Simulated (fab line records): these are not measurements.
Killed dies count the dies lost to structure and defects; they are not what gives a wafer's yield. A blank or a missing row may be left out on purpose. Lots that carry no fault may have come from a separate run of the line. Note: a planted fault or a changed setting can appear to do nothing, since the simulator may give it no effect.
Chamber matching | flow nand harc | ald metal-03 running NHARC_P_CONTACT_ALD_22: 4 sister chambers
The step deposits TiN, target thk 3 nm, pulse time 1 s, ald cycles 150. 4 wafers are shown with their chamber, then 11 later ones without.

== EACH WAFER AND ITS CHAMBER ==
wafer  | chamber | heater power outer w (W)
L084.2 | 0       | 638
L084.6 | 1       | 648
L088.2 | 2       | 858
L089.1 | 3       | 565

== WAFERS WITHOUT THEIR CHAMBER ==
wafer  | heater power outer w (W)
L089.5 | 832
L089.6 | 652
L091.2 | 660
L091.4 | 838
L091.5 | 554
L093.1 | 640
L093.2 | 852
L093.4 | 667
L096.2 | 546
L096.4 | 648
L096.6 | 855

== CHAMBER TAKEN BY EACH ==
wafer  | from the rows above     | in truth
L089.5 | 2                       | 2
L089.6 | can't be placed: 1 or 0 | 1
L091.2 | can't be placed: 1 or 0 | 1
L091.4 | 2                       | 2
L091.5 | 3                       | 3
L093.1 | can't be placed: 0 or 1 | 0
L093.2 | 2                       | 2
L093.4 | can't be placed: 1 or 0 | 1
L096.2 | 3                       | 3
L096.4 | can't be placed: 1 or 0 | 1
L096.6 | 2                       | 2
Placed correctly: 6 of 11. Unplaceable from these rows: 5, with the true chamber sitting among the candidates in 5. Placed wrongly: 0.
How it was worked out, from the rows above alone: a wafer's distance from a chamber is the root of the sum, over the readings, of the square of ((its reading less the chamber's mean) divided by the reading's scatter). If the next closest chamber is less than 2 further off than the closest, the wafer can't be placed; otherwise it belongs to the closest. The mean given for a chamber averages the wafers shown for that chamber. The scatter (one wafer shown for each chamber): square how far every hidden wafer sits from the nearest shown wafer, average those squares and take the square root.
